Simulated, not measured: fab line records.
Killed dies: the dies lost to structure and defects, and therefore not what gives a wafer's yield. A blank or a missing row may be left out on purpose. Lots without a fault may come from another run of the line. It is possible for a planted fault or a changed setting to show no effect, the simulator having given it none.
Matching of chambers	flow n5_finfet	4 sister chambers for N5_BEOL_M0_SAQP_ETCH_106 on rie_diel-03
The step etches SOC in N2/H2, stops on SiNx, target depth 150 nm. 20 wafers are shown with their chamber, then 10 later ones without.

== EACH WAFER AND ITS CHAMBER ==
wafer	chamber	drypump_motor_current_A (A)	showerhead_plenum_p_Torr (Torr)	throttle_valve_pct (%)
L078.1	0	5.9	2.55	17.85
L078.2	3	5.6	2.71	17.50
L078.6	0	5.9	2.55	17.86
L080.2	1	6.0	2.42	17.86
L080.3	0	5.9	2.55	17.85
L080.4	3	5.6	2.70	17.51
L081.1	1	6.0	2.42	17.87
L081.3	0	5.9	2.55	17.86
L081.6	3	5.6	2.70	17.52
L088.1	0	5.9	2.54	17.88
L088.5	3	5.6	2.70	17.52
L088.6	0	5.9	2.54	17.87
L092.1	1	6.0	2.41	17.93
L092.2	2	5.0	2.54	17.82
L092.4	3	5.6	2.69	17.54
L093.1	2	5.0	2.54	17.82
L093.3	1	6.0	2.41	17.93
L093.4	3	5.7	2.69	17.54
L095.2	0	5.9	2.53	17.88
L095.4	3	5.6	2.69	17.57

SIGNATURES (means of the wafers above)
reading	chamber 0	chamber 1	chamber 2	chamber 3	scatter within a chamber
drypump_motor_current_A	5.900	6.000	5.000	5.614	0.0231
showerhead_plenum_p_Torr	2.5443	2.4150	2.5400	2.6971	0.00713
throttle_valve_pct	17.8643	17.8975	17.8200	17.5286	0.0231
Rule: a wafer's distance from a chamber is the root of the sum, over the readings, of the square of ((its reading less the chamber's mean) divided by the reading's scatter). The wafer belongs to the nearest chamber; if the next one is less than 2 further off, it can't be placed. How the scatter is found: for the shown wafers, subtract from each reading the mean of its chamber, square and add these, divide the total by (wafers less chambers), then take the root.

== WAFERS WHOSE CHAMBER IS MISSING ==
wafer	drypump_motor_current_A (A)	showerhead_plenum_p_Torr (Torr)	throttle_valve_pct (%)
L095.5	6.0	2.41	17.93
L094.1	6.0	2.41	17.92
L094.2	5.9	2.53	17.92
L094.3	5.0	2.54	17.83
L094.4	5.6	2.69	17.55
L094.5	5.6	2.69	17.56
L094.6	5.0	2.54	17.83
L097.1	6.0	2.41	17.93
L097.4	5.6	2.69	17.55
L097.6	5.6	2.69	17.56

== WHICH CHAMBER EACH ONE RAN IN ==
wafer	from the rows above	in truth
L095.5	1	1
L094.1	1	1
L094.2	0	0
L094.3	2	2
L094.4	3	3
L094.5	3	3
L094.6	2	2
L097.1	1	1
L097.4	3	3
L097.6	3	3
Placed correctly: 10 of 10. From these rows, 0 cannot be placed. Placed wrongly: 0.
